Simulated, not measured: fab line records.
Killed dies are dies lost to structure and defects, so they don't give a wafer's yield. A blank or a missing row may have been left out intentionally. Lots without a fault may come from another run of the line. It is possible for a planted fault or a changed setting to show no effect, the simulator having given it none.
Chamber matching / flow n5_finfet / 4 sister chambers for N5_BEOL_M13_DESCUM_15 on rie_diel-05
The step chemistry O2, time 7.9 s. 8 wafers are shown with their chamber, then 10 later ones without.

WAFERS PAIRED WITH THEIR CHAMBERS
wafer=L079.6; chamber=3; showerhead_plenum_p_Torr (Torr)=2.17; drypump_motor_current_A (A)=5.8
wafer=L080.3; chamber=1; showerhead_plenum_p_Torr (Torr)=2.14; drypump_motor_current_A (A)=6.0
wafer=L084.3; chamber=2; showerhead_plenum_p_Torr (Torr)=2.01; drypump_motor_current_A (A)=5.0
wafer=L084.6; chamber=1; showerhead_plenum_p_Torr (Torr)=2.14; drypump_motor_current_A (A)=5.9
wafer=L086.1; chamber=2; showerhead_plenum_p_Torr (Torr)=2.01; drypump_motor_current_A (A)=5.0
wafer=L086.6; chamber=0; showerhead_plenum_p_Torr (Torr)=2.00; drypump_motor_current_A (A)=5.1
wafer=L088.1; chamber=0; showerhead_plenum_p_Torr (Torr)=2.00; drypump_motor_current_A (A)=5.1
wafer=L088.4; chamber=3; showerhead_plenum_p_Torr (Torr)=2.16; drypump_motor_current_A (A)=5.8

WAFERS WITHOUT THEIR CHAMBER
wafer=L088.5; showerhead_plenum_p_Torr (Torr)=2.00; drypump_motor_current_A (A)=5.1
wafer=L091.2; showerhead_plenum_p_Torr (Torr)=2.00; drypump_motor_current_A (A)=5.1
wafer=L091.3; showerhead_plenum_p_Torr (Torr)=2.16; drypump_motor_current_A (A)=5.8
wafer=L091.5; showerhead_plenum_p_Torr (Torr)=2.16; drypump_motor_current_A (A)=5.7
wafer=L090.3; showerhead_plenum_p_Torr (Torr)=2.00; drypump_motor_current_A (A)=5.1
wafer=L090.4; showerhead_plenum_p_Torr (Torr)=2.00; drypump_motor_current_A (A)=5.1
wafer=L090.6; showerhead_plenum_p_Torr (Torr)=2.01; drypump_motor_current_A (A)=5.0
wafer=L094.2; showerhead_plenum_p_Torr (Torr)=2.00; drypump_motor_current_A (A)=5.1
wafer=L094.3; showerhead_plenum_p_Torr (Torr)=2.01; drypump_motor_current_A (A)=5.1
wafer=L094.6; showerhead_plenum_p_Torr (Torr)=2.13; drypump_motor_current_A (A)=5.9

WHICH CHAMBER EACH WENT THROUGH
wafer=L088.5; from the rows above=0; in truth=0
wafer=L091.2; from the rows above=0; in truth=0
wafer=L091.3; from the rows above=3; in truth=3
wafer=L091.5; from the rows above=3; in truth=3
wafer=L090.3; from the rows above=0; in truth=0
wafer=L090.4; from the rows above=0; in truth=0
wafer=L090.6; from the rows above=2; in truth=2
wafer=L094.2; from the rows above=0; in truth=0
wafer=L094.3; from the rows above=can't be placed: 0 or 2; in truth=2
wafer=L094.6; from the rows above=1; in truth=1
Correctly placed: 9 of 10. Not placeable from these rows: 1 (in 1, the candidates include the true chamber). 0 placed wrongly.
How it was worked out, from the rows above alone: a wafer's distance from a chamber is the root of the sum, over the readings, of the square of ((its reading less the chamber's mean) divided by the reading's scatter). If the next closest chamber is less than 2 further off than the closest, the wafer can't be placed; otherwise it belongs to the closest. Each chamber's mean is taken over the wafers shown for it. How the scatter is found: for the shown wafers, subtract from each reading the mean of its chamber, square and add these, divide the total by (wafers less chambers), then take the root.
